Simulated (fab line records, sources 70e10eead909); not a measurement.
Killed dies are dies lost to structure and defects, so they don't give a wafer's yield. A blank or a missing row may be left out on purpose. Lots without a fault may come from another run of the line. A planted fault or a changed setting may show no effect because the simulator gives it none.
Which tool did it? | flow nand_harc | 12 lots, 36 wafers sampled, at 5 steps of a route of 1302

WHAT THE GAUGES READ, wafer by wafer
NHARC_A_BONDPAD_CD_MEAS_13. Usual: cd_nm 497.9 nm, standard deviation 2.1.
lot  | measured     | on        | cd_nm (nm)        | flag
L670 | day 24 03:24 | cd_sem-02 | 498.4 496.9 496.1 |
L669 | day 24 03:53 | cd_sem-03 | 495.4 492.6 495.0 |
L668 | day 24 05:08 | cd_sem-02 | 502.1 500.2 499.7 |
L671 | day 24 14:30 | cd_sem-01 | 497.1 497.7 497.8 |
L673 | day 25 16:43 | cd_sem-01 | 495.1 497.6 495.8 |
L672 | day 26 06:33 | cd_sem-02 | 497.5 497.4 498.0 |
L681 | day 28 15:27 | cd_sem-03 | 500.2 497.0 501.9 |
L683 | day 29 17:28 | cd_sem-02 | 498.8 499.1 498.5 |
L685 | day 30 14:56 | cd_sem-02 | 495.6 500.3 498.6 |
L686 | day 31 07:43 | cd_sem-02 | 495.8 498.2 497.3 |
L687 | day 32 20:32 | cd_sem-02 | 495.9 498.0 496.6 |
L689 | day 33 04:36 | cd_sem-03 | 497.6 498.3 498.4 |

NHARC_A_BONDPAD_INSPECT_23. Usual: raw_defect_count 591, standard deviation 150.
lot  | measured     | on                | raw_defect_count | flag
L670 | day 24 05:38 | defect_inspect-01 | 577 572 749      |
L669 | day 24 06:09 | defect_inspect-02 | 446 503 586      |
L668 | day 24 07:22 | defect_inspect-02 | 596 749 648      |
L671 | day 24 16:44 | defect_inspect-01 | 439 409 436      |
L673 | day 25 18:59 | defect_inspect-02 | 588 609 633      |
L672 | day 26 08:47 | defect_inspect-02 | 775 496 703      |
L681 | day 28 17:42 | defect_inspect-02 | 610 516 369      |
L683 | day 29 19:44 | defect_inspect-01 | 536 481 625      |
L685 | day 30 17:17 | defect_inspect-02 | 474 530 599      |
L686 | day 31 10:02 | defect_inspect-01 | 819 614 585      |
L687 | day 32 22:52 | defect_inspect-01 | 617 651 581      |
L689 | day 33 06:52 | defect_inspect-01 | 642 723 1248     |

NHARC_END_SORT_01. Usual: defect_limited_yield 91.5 %, standard deviation 2.4; killed_at_array 52, standard deviation 17; killed_at_other 0.9, standard deviation 1.2; killed_at_periphery 3.9, standard deviation 2.7; killed_dies 57, standard deviation 16; killed_open 3.3, standard deviation 1.9; killed_short 2.5, standard deviation 1.5; sort_bin_2_pct 3.0 %, standard deviation 1.2; sort_bin_3_pct 0.6 %, standard deviation 0.34; sort_bin_4_pct 4.8 %, standard deviation 1.3; sort_n_pass 620, standard deviation 16; sort_rim_yield_pct 89 %, standard deviation 4.3; sort_yield_pct 91.5 %, standard deviation 2.4.
lot  | measured     | on        | defect_limited_yield (%) | killed_at_array | killed_at_other | killed_at_periphery | killed_dies | killed_open | killed_short | sort_bin_2_pct (%) | sort_bin_3_pct (%) | sort_bin_4_pct (%) | sort_n_pass | sort_rim_yield_pct (%) | sort_yield_pct (%) | flag
L671 | day 25 22:12 | prober-01 | 0 0 0                    | 50 66 68        | 627 606 608     | 0 5 1               | 677 677 677 | 2 4 2       | 1 6 4        | 95.6 93.4 94.2     | 0.3 1.0 0.3        | 4.1 5.6 5.5        | 0 0 0       | 0 0 0                  | 0 0 0              | OFF
L673 | day 26 23:50 | prober-02 | 0 0 0                    | 76 71 71        | 598 605 605     | 3 1 1               | 677 677 677 | 1 2 3       | 3 1 6        | 92.9 93.2 94.1     | 1.5 0.7 1.0        | 5.6 6.1 4.9        | 0 0 0       | 0 0 0                  | 0 0 0              | OFF
L672 | day 27 14:13 | prober-01 | 94.7 96.2 94.4           | 32 24 28        | 4 1 2           | 0 1 8               | 36 26 38    | 3 1 7       | 3 4 5        | 1.0 0.9 1.6        | 0.1 0.1 0.4        | 4.1 2.8 3.5        | 641 651 639 | 94 93 94               | 94.7 96.2 94.4     |

WHICH TOOL RAN EACH LOT (tool, then ch and the chambers of the sampled wafers, then the start)
lot  | NHARC_A_BONDPAD_ETCH_34            | NHARC_THIN_TSV_DEP_43
L670 | rie_diel-02 ch 1,2, day 24 03:08   | pecvd-01 ch 0,2, day 24 17:20
L669 | rie_diel-02 ch 0,1,2, day 24 03:38 | pecvd-04 ch 0,1, day 24 19:46
L668 | rie_diel-09 ch 0,1,2, day 24 04:55 | pecvd-01 ch 0,2, day 24 18:37
L671 | rie_diel-09 ch 0,1,2, day 24 14:16 | pecvd-01 ch 0,2, day 25 05:44
L673 | rie_diel-09 ch 1,2, day 25 16:28   | pecvd-02 ch 0,2, day 26 06:37
L672 | rie_diel-09 ch 0,2, day 26 06:19   | pecvd-02 ch 1,2, day 26 20:18
L681 | rie_diel-09 ch 0,2, day 28 15:13   | pecvd-02 ch 1,2, day 29 05:27
L683 | rie_diel-09 ch 1,2, day 29 17:14   | pecvd-01 ch 0,1,2, day 30 08:52
L685 | rie_diel-02 ch 0,1, day 30 14:43   | pecvd-04 ch 0,1, day 31 05:51
L686 | rie_diel-09 ch 0,1,2, day 31 07:29 | pecvd-01 ch 1,2, day 32 01:47
L687 | rie_diel-09 ch 0,1,3, day 32 20:18 | pecvd-01 ch 0,1,2, day 33 11:19
L689 | rie_diel-11 ch 0,1,3, day 33 04:23 | pecvd-01 ch 1,2, day 33 22:10
- NHARC_A_BONDPAD_ETCH_34: etches the open film in N2/H2, target depth 60 nm, overetch 18 nm, time 65.91 s.
- NHARC_THIN_TSV_DEP_43: deposits SiO2, target thk 1328.5 nm.

WHAT THE TOOLS THEMSELVES READ (means of the sampled wafers that have a number; where no wafer has one, the mark that the record gives instead)
NHARC_A_BONDPAD_ETCH_34. Usual: drypump_motor_current_A 5.5 A, standard deviation 0.39; oes_product_au 1.002 a.u., standard deviation 0.0094; rf_vpp_V 430.5 V, standard deviation 2.5; showerhead_plenum_p_Torr 2.04 Torr, standard deviation 0.087; throttle_valve_pct 14.170 %, standard deviation 0.0097.
lot  | tool        | drypump_motor_current_A (A) | oes_product_au (a.u.) | rf_vpp_V (V) | showerhead_plenum_p_Torr (Torr) | throttle_valve_pct (%) | flag
L670 | rie_diel-02 | 5.1                         | 1.020                 | 430.7        | 2.03                            | 14.170                 |
L669 | rie_diel-02 | 5.3                         | 1.009                 | 430.2        | 2.03                            | 14.171                 |
L668 | rie_diel-09 | 5.3                         | 1.001                 | 429.4        | 2.01                            | 14.161                 |
L671 | rie_diel-09 | 5.3                         | 1.008                 | 429.7        | 2.00                            | 14.168                 |
L673 | rie_diel-09 | 5.5                         | 1.000                 | 428.7        | 1.96                            | 14.164                 |
L672 | rie_diel-09 | 5.1                         | 1.000                 | 427.9        | 1.94                            | 14.169                 |
L681 | rie_diel-09 | 4.9                         | 1.007                 | 429.6        | 1.99                            | 14.169                 |
L683 | rie_diel-09 | 5.4                         | 0.987                 | 427.8        | 1.96                            | 14.171                 |
L685 | rie_diel-02 | 5.5                         | 1.005                 | 432.8        | 2.10                            | 14.168                 |
L686 | rie_diel-09 | 5.3                         | 0.992                 | 429.3        | 2.00                            | 14.168                 |
L687 | rie_diel-09 | 5.5                         | 1.006                 | 430.7        | 2.06                            | 14.171                 |
L689 | rie_diel-11 | 5.6                         | 1.002                 | 431.8        | 2.08                            | 14.167                 |

NHARC_THIN_TSV_DEP_43. Usual: chamber_pressure_Torr 6.502 Torr, standard deviation 0.014; flow_sccm 2648 sccm, standard deviation 7.8; throttle_valve_pct 15.5 %, standard deviation 0.56.
lot  | tool     | chamber_pressure_Torr (Torr) | flow_sccm (sccm) | throttle_valve_pct (%) | flag
L670 | pecvd-01 | 6.507                        | 2648             | 14.9                   |
L669 | pecvd-04 | 6.503                        | 2648             | 15.8                   |
L668 | pecvd-01 | 6.489                        | 2643             | 14.7                   |
L671 | pecvd-01 | -                            | -                | -                      | OFF
L673 | pecvd-02 | -                            | -                | -                      | OFF
L672 | pecvd-02 | 6.502                        | 2654             | 16.0                   |
L681 | pecvd-02 | 6.517                        | 2644             | 15.8                   |
L683 | pecvd-01 | 6.503                        | 2641             | 15.0                   |
L685 | pecvd-04 | 6.498                        | 2652             | 15.6                   |
L686 | pecvd-01 | 6.521                        | 2646             | 15.3                   |
L687 | pecvd-01 | 6.505                        | 2646             | 15.2                   |
L689 | pecvd-01 | 6.512                        | 2650             | 15.5                   |

THE ANSWER, worked out from the rows above alone
Rule: a lot is off if the mean of its wafers that have a number lies more than 3 standard deviations from the usual mean. A lot without any number at a reading at which 4 lots or more have one is off too. The other lots that the step has rows for count as sound. The gauges are gone through in route order, then the tools' own readings, and for those a lot's mean is taken as printed above. The first step at which some lot is off is used, and at that step the reading that is off furthest; a lot without a number counts as furthest.
Off: L671, L673, at NHARC_END_SORT_01 (killed_at_other). Neither off nor sound, because the step has no rows for them: L670, L669, L668, L681, L683, L685, L686, L687, L689.
A tool fits if, at a process step before that reading, it ran every lot that is off, and no sound lot after the first of them. The gauges at NHARC_END_SORT_01 aren't tried: what is off there is off at NHARC_THIN_TSV_DEP_43 too, on other tools, and a gauge's error can't cause that. None of those tried fits.

WHAT THE SIMULATOR HAD PUT IN
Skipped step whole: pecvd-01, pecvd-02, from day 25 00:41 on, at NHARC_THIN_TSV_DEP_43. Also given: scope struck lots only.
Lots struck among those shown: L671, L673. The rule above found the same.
